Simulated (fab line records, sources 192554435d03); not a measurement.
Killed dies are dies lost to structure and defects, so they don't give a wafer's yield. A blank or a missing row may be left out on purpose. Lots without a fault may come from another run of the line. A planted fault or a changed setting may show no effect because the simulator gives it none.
Problem report in the 8D (eight disciplines) form, filled by code | flow n5_finfet | the parts of the form that need people (team, actions taken, sign-off) are left out

1. THE PROBLEM
cd_nm at N5_BEOL_M9_CD_MEAS_11 reads a mean of 70.6 nm on 6 wafers of 2 lots; wafers without a fault read 64.3 nm with a standard deviation of 0.72. That is +8.7 standard deviations from the usual mean.
The step: target cd 64.1 nm.
First seen on wafer L196.1, day 11 02:11, on cd_sem-03. The record holds 21 wafers of 7 lots with a number at this step. Rule for "out", or "out of limits": more than 4 standard deviations from the usual mean. The other wafers with a number count as sound.

2. WHAT IT IS AND WHAT IT IS NOT
question                    | is                     | is not
which readings at this step | cd_nm                  | -
which lots                  | L196, L197             | L189, L194, L195, L203, L206
which wafers of those lots  | all that have a number | -
read on which gauges        | cd_sem-02, cd_sem-03   | cd_sem-01
when                        | from day 11 02:11      | up to then (9 sound wafers); but 6 sound wafers of L203, L206 came after

3. SUSPECTS, AND WHAT RULES EACH OUT
Counting: a tool at a process step up to the reading stays a suspect if it ran every lot that is out and no sound lot after the first of them.
- the gauge at N5_BEOL_M9_CD_MEAS_11: ruled out. The wafers that are out were read on 2 gauges (cd_sem-02, cd_sem-03).
- uv_cure-03 at N5_BEOL_M8_CURE_75 (cures SiCOH lowk, time 120 s): kept. It ran every lot that is out, first L196 (day 10 22:28), and no sound lot after that; its last sound lot up to then is L189 (day 9 11:29).
- arfi_scanner-03 at N5_BEOL_M9_EXPOSE_08 (exposes mask M9): kept. It ran every lot that is out, first L196 (day 11 02:03), and no sound lot after that; its last sound lot up to then is L195 (day 10 23:40). Its own readings are out on those wafers: exposure_dose_mJ_cm2.
Left after counting: uv_cure-03 at N5_BEOL_M8_CURE_75, arfi_scanner-03 at N5_BEOL_M9_EXPOSE_08.

4. THE CAUSE (what the simulator had put in)
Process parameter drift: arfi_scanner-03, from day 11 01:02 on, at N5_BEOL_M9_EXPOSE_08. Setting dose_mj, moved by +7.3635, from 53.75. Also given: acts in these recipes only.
Counting left 2 suspects, and this tool is among them.

5. THE CHAIN OF EFFECTS, in route order
Each row: a reading whose mean over the struck wafers that have a number lies more than 3 standard deviations from the usual. Only readings for which the record gives a usual standard deviation are gone through. hours: the time from each lot's start at the first step in this table that gives one to its start at this step, as a median over the lots. sigmas: the change in usual standard deviations.
hours | step                    | reading              | usual       | on struck wafers | change | sigmas
0     | N5_BEOL_M9_EXPOSE_08    | exposure_dose_mJ_cm2 | 53.71       | 60.35            | +6.64  | +99 or more
0     | N5_BEOL_M9_CD_MEAS_11   | cd_nm                | 64.3 nm     | 70.6             | +6.3   | +8.7
1     | N5_BEOL_M9_CD_MEAS_18   | cd_nm                | 70.3 nm     | 76.4             | +6.1   | +7.7
49    | N5_BEOL_M15_RC_MEAS_101 | SERP_M9              | 3.01 ohm/um | 2.65             | -0.36  | -3.7
49    | N5_BEOL_M15_RC_MEAS_101 | SERP_M9_max_site     | 3.10 ohm/um | 2.75             | -0.35  | -3.6
The process steps in it:
- N5_BEOL_M9_EXPOSE_08: exposes mask M9.

6. WHAT WOULD HAVE CAUGHT IT SOONER
In this record the first reading out of limits at a measuring or inspecting step was taken at day 11 02:11, 1 hour after the fault began at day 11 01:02.
The tool's own readings at N5_BEOL_M9_EXPOSE_08 were out on every struck wafer that the step has a row for (exposure_dose_mJ_cm2): an alarm limit on them would have fired on the first of those.
Of the lots that are out (2), L197 began N5_BEOL_M9_EXPOSE_08 on arfi_scanner-03 after day 11 02:11. A hold on the tool at that time would have spared it.
